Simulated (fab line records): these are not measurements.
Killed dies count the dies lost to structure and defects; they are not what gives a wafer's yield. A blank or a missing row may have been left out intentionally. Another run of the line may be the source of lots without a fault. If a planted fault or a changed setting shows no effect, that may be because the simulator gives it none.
A lot that was struck, set against a sound lot :: flow nandHarc :: 14 out of 1302 route steps
Sound: these wafers, L583.1, L583.3, L583.5. Struck: wafers L587.3, L587.4, L587.5. The cause is given at the end.
At each step with rows: each side's tool, then ch and its chambers, then its first start. Under that, the readings that differ: sound wafers :: struck wafers :: difference of the means :: sigmas: that difference in standard deviations of wafers without a fault.
alike: a reading whose means differ by less than 2 such deviations, as well as words and numbers matching on both sides. not compared: withheld readings; readings where some wafer has no value; bounds like >300 that might hide an equal value; numbers whose values overlap and for which the record gives no deviation.
The two part at a step that has a row with sigmas, a row that says differs or no value, or rows on one side only. Non-overlapping numbers with no deviation appear without sigmas and do not part them. A reading that every wafer of one side lacks parts them only if that side has two wafers or more.

NHARC_A_M0_INSPECT_27:
  struck on defectInspect-01, day 25 01:19; sound on defectInspect-02, day 23 09:23
  alike: rawDefectCount
NHARC_A_M0_PRE_CLEAN_31: time 12 s.
  sound on pecvd-02 ch 1,2, day 23 09:28; struck on pecvd-03 ch 0,2, day 25 01:23
  alike: heaterPowerOuterW, heaterPowerW, susceptorTempC
  not compared: sinceWetCleanH
NHARC_A_M0_DEP_32: deposits SiCN, target thk 30 nm.
  sound on pecvd-02 ch 1,2, day 23 09:32; struck on pecvd-03 ch 0,2, day 25 01:30
  alike: heaterPowerOuterW, heaterPowerW, showerheadVppV, susceptorTempC
  not compared: sinceWetCleanH
then, 9 steps without rows for these wafers: NHARC_A_M1_DEP_00 (deposits SiOC, target thk 182.5 nm); NHARC_A_M1_DEHYDRATE_01 (time 120 s); NHARC_A_M1_HMDS_02 (time 30 s); NHARC_A_M1_COAT_34 (time 65 s); NHARC_A_M1_COAT_03 (resist thk 90 nm); NHARC_A_M1_SOFTBAKE_04 (time 55 s); NHARC_A_M1_EBR_05; NHARC_A_M1_EXPOSE_06 (exposes mask A M1, target cd 120 nm); NHARC_A_M1_PEB_07 (peb time 65 s).
NHARC_A_M1_DEVELOP_08: develop time 35 s.
  sound on lithoTrack-01 ch 0, day 23 10:00; struck on lithoTrack-04, day 25 02:00
  no value came back on the struck wafers for chillPlateTempC (C), developTimeS (s), developerTempC (C); on the sound wafers chillPlateTempC (C) reads 22.77 22.82 23.10
NHARC_A_M1_CD_MEAS_09: target cd 120 nm.
  sound on cdSem-03 ch 0, day 23 10:39; struck on cdSem-03 ch 0, day 25 02:35
reading: cdNm (nm)
sound: 119.9 119.5 119.9
struck: - - -
difference: no value on the struck wafers
sigmas: 

WHERE THEY PART
Earliest at NHARC_A_M1_DEVELOP_08; latest, in this record, at NHARC_A_M1_CD_MEAS_09.

WHY: the cause the simulator had injected
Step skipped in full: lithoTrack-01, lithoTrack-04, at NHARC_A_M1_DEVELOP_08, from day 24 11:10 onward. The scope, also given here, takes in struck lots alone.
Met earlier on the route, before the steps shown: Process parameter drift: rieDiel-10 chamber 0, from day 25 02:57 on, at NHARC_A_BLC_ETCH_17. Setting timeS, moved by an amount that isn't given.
